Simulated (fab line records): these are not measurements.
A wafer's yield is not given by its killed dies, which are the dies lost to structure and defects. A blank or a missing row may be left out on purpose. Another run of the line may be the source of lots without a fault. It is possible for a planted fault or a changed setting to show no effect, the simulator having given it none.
Matching of chambers    flow n5 finfet    N5_SD_EPI_P_ETCH_47 on rie diel-06 has 4 sister chambers
The step etches SiOCN in CH3F/O2, target depth 25 nm. 16 wafers are shown with their chamber, then 8 later ones without.

== WAFERS, EACH WITH ITS CHAMBER ==
wafer   chamber  showerhead plenum p Torr (Torr)  drypump motor current A (A)  throttle valve pct (%)
L074.2  0        2.00                             5.4                          16.53
L074.3  1        1.90                             5.7                          16.50
L074.4  3        1.98                             5.1                          16.61
L075.4  2        2.03                             5.8                          16.32
L075.5  0        2.00                             5.4                          16.52
L075.6  1        1.90                             5.7                          16.49
L077.4  1        1.90                             5.7                          16.51
L077.5  3        1.98                             5.2                          16.61
L077.6  0        2.00                             5.4                          16.53
L079.2  2        2.03                             5.8                          16.32
L079.5  0        2.00                             5.4                          16.53
L079.6  1        1.90                             5.7                          16.50
L084.2  1        1.89                             5.7                          16.51
L084.3  3        1.97                             5.1                          16.63
L084.4  2        2.03                             5.8                          16.34
L086.4  2        2.03                             5.8                          16.35

SIGNATURES, as means of the wafers listed above
reading                   chamber 0  chamber 1  chamber 2  chamber 3  scatter within a chamber
showerhead plenum p Torr  2.0000     1.8980     2.0300     1.9767     0.0035
drypump motor current A   5.400      5.700      5.800      5.133      0.0236
throttle valve pct        16.5275    16.5020    16.3325    16.6167    0.0104
Rule: for each reading, subtract the chamber's mean from the wafer's reading, divide by that reading's scatter and square the result; add these up over the readings and take the root, which gives the wafer's distance from the chamber. If the next closest chamber is less than 2 further off than the closest, the wafer can't be placed; otherwise it belongs to the closest. The scatter: take each reading less its chamber's mean, square it, sum over the shown wafers, divide by the number of wafers less the number of chambers, and take the root.

== WAFERS WITH NO CHAMBER GIVEN ==
wafer   showerhead plenum p Torr (Torr)  drypump motor current A (A)  throttle valve pct (%)
L086.5  1.89                             5.7                          16.53
L086.6  1.97                             5.2                          16.62
L092.2  1.97                             5.2                          16.67
L092.5  1.89                             5.7                          16.53
L092.6  2.02                             5.8                          16.40
L093.1  2.02                             5.8                          16.40
L093.3  1.99                             5.4                          16.58
L093.6  2.02                             5.8                          16.39

== THE CHAMBER EACH PASSED THROUGH ==
wafer   from the rows above  in truth
L086.5  1                    1
L086.6  3                    3
L092.2  3                    3
L092.5  1                    1
L092.6  2                    2
L093.1  2                    2
L093.3  0                    0
L093.6  2                    2
Correctly placed: 8 of 8. Left unplaced by these rows: 0. 0 placed wrongly.
